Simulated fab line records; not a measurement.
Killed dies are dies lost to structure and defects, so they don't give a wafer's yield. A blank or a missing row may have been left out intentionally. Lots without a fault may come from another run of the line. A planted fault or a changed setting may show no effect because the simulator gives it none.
Struck lot and sound lot, side by side + flow n5 finfet + 26 steps out of a route of 1938
Sound: the wafers L953.1, L953.2, L953.5. Struck: wafers L958.1, L958.3, L958.6. The cause is given at the end.
Per side, at each step with rows, come the tool, then ch with its chambers, and then its first start. Under that, the readings that differ: sound wafers + struck wafers + difference of the means + sigmas: that difference in standard deviations of wafers without a fault.
alike: a reading whose means differ by less than 2 such deviations, as well as words and numbers matching on both sides. not compared: withheld readings; readings where some wafer has no value; bounds like >300 that might hide an equal value; numbers whose values overlap and for which the record gives no deviation.
The two part at a step that has a row with sigmas, a row that says differs or no value, or rows on one side only. When numbers do not overlap yet have no deviation, they are printed without sigmas and do not part them. A reading that every wafer of one side lacks parts them only if that side has two wafers or more.

first, 10 steps without rows for these wafers: N5_DUMMY_GATE_SRD_26 (time 30 s); N5_DUMMY_GATE_UV_OZONE_45 (time 120 s); N5_SPACER0_ALD_07 (deposits SiNx, target thk 2 nm); N5_SPACER0_ALD_00 (deposits SiOCN, target thk 3.5 nm, pulse time 3 s, purge time 2 s); N5_SPACER0_ALD_08 (deposits SiNx, target thk 2 nm); N5_SD_EPI_N_COAT_32 (time 60 s, resist thk 350 nm); N5_SD_EPI_N_COAT_33 (time 60 s, resist thk 35 nm); N5_SD_EPI_N_COAT_03 (resist thk 150 nm); N5_SD_EPI_N_EBR_05; N5_SD_EPI_N_SOFTBAKE_04 (time 60 s).
N5_SD_EPI_N_EXPOSE_06: exposes mask SD N BLK, target cd 120 nm.
  sound on arfi scanner-01 ch 0, day 4 06:18; struck on arfi scanner-01 ch 0, day 5 15:47
| reading              | sound             | struck            | difference | sigmas      |
|----------------------|-------------------|-------------------|------------|-------------|
| exposure dose mJ cm2 | 39.77 39.78 39.76 | 35.61 35.61 35.62 | -4.16      | -99 or more |
  alike: mask
then, 2 steps without rows for these wafers: N5_SD_EPI_N_PEB_07 (peb time 60 s); N5_SD_EPI_N_DEVELOP_08 (develop time 30 s).
N5_SD_EPI_N_CD_MEAS_09: target cd 120 nm.
  sound on cd sem-01 ch 0, day 4 06:26; struck on cd sem-02 ch 0, day 5 15:55
| reading    | sound             | struck            | difference | sigmas |
|------------|-------------------|-------------------|------------|--------|
| cd nm (nm) | 120.2 120.5 121.1 | 113.2 112.5 112.6 | -7.8       | -13    |
N5_SD_EPI_N_DESCUM_14: chemistry O2, time 7.9 s.
  sound on rie diel-01 ch 0,2,3, day 4 06:31; struck on rie diel-05 ch 0,2, day 5 16:19
| reading                   | sound           | struck        | difference | sigmas |
|---------------------------|-----------------|---------------|------------|--------|
| model.SD_EPI_N.cd nm (nm) | 120.2 120.2 121 | 113 112.8 113 | -8         |        |
  alike: drypump motor current A, oes product au, rf vpp V, showerhead plenum p Torr, throttle valve pct
  not compared: rf hours counter h
then, 7 steps without rows for these wafers: N5_SD_EPI_N_ETCH_34 (etches SiARC in CF4, target depth 45.5 nm, time 75.8 s); N5_SD_EPI_N_ETCH_35 (etches SOC in N2/H2, overetch 108 nm, time 486 s); N5_SD_EPI_N_STRIP_36 (strips in N2/H2); N5_SD_EPI_N_ETCHBACK_44 (etches SiNx in CH3F/O2, stops on SiO2, target depth 14.5 nm); N5_SD_EPI_N_ETCH_45 (etches SiOCN in CH3F/O2, target depth 6 nm); N5_SD_EPI_N_ETCH_16 (etches SiO2 in CHF3/O2, target depth 5 nm); N5_SD_EPI_N_STRIP_47 (strips in CHF3/O2).
N5_SD_EPI_N_SD_RECESS_17: chemistry HBr/Cl2/O2, target depth 41 nm, time 23.7 s, bt time 3 s.
  sound on rie si-05 ch 1,3, day 4 07:12; struck on rie si-06 ch 1,3, day 5 17:00
| reading                     | sound           | struck            | difference | sigmas |
|-----------------------------|-----------------|-------------------|------------|--------|
| drypump motor current A (A) | 6.1 6.8 6.1     | 5.3 5.6 5.3       | -0.9       | -2     |
| model.SD_EPI_N.cd nm (nm)   | 120 120.4 120.2 | 114.4 113.2 114.8 | -6.1       |        |
  alike: HBr_flow_sccm, bias w, mfc cl2 sccm, oes product au, throttle valve pct
  not compared: rf hours counter h
then, 1 step without rows for these wafers: N5_SD_EPI_N_STRIP_38 (strips in N2/H2).
-- record jumps: 5 days separate the struck wafers' starts on either side; left off in module SD_EPI_N, taken up again in module BEOL_M4, whose first shown step is the route's number 1111 --
N5_BEOL_M4_RC_MEAS_101:
  sound on prober-02 ch 0, day 9 02:08; struck on prober-02 ch 0, day 10 11:11
  alike: DIBL_N, DIBL_P, IOFF_N, IOFF_P, ION_N, ION_P, SS_N, SS_P, VT_N, VT_P
-- record jumps: 4 days separate the struck wafers' starts on either side; left off in module BEOL_M4, taken up again in module PASSIVATION, whose first shown step is the route's number 1936 --
N5_PASSIVATION_PROBE_49:
  the record has rows for the struck wafers here (prober-02, day 14 21:12) and none for the sound ones

WHERE THEY PART
Last at N5_PASSIVATION_PROBE_49 as far as this record goes, first at N5_SD_EPI_N_EXPOSE_06.

WHY: what had been put in by the simulator
Drift in process parameters on arfi scanner-01 at N5_SD_EPI_N_EXPOSE_06, starting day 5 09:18. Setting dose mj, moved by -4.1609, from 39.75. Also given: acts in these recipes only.
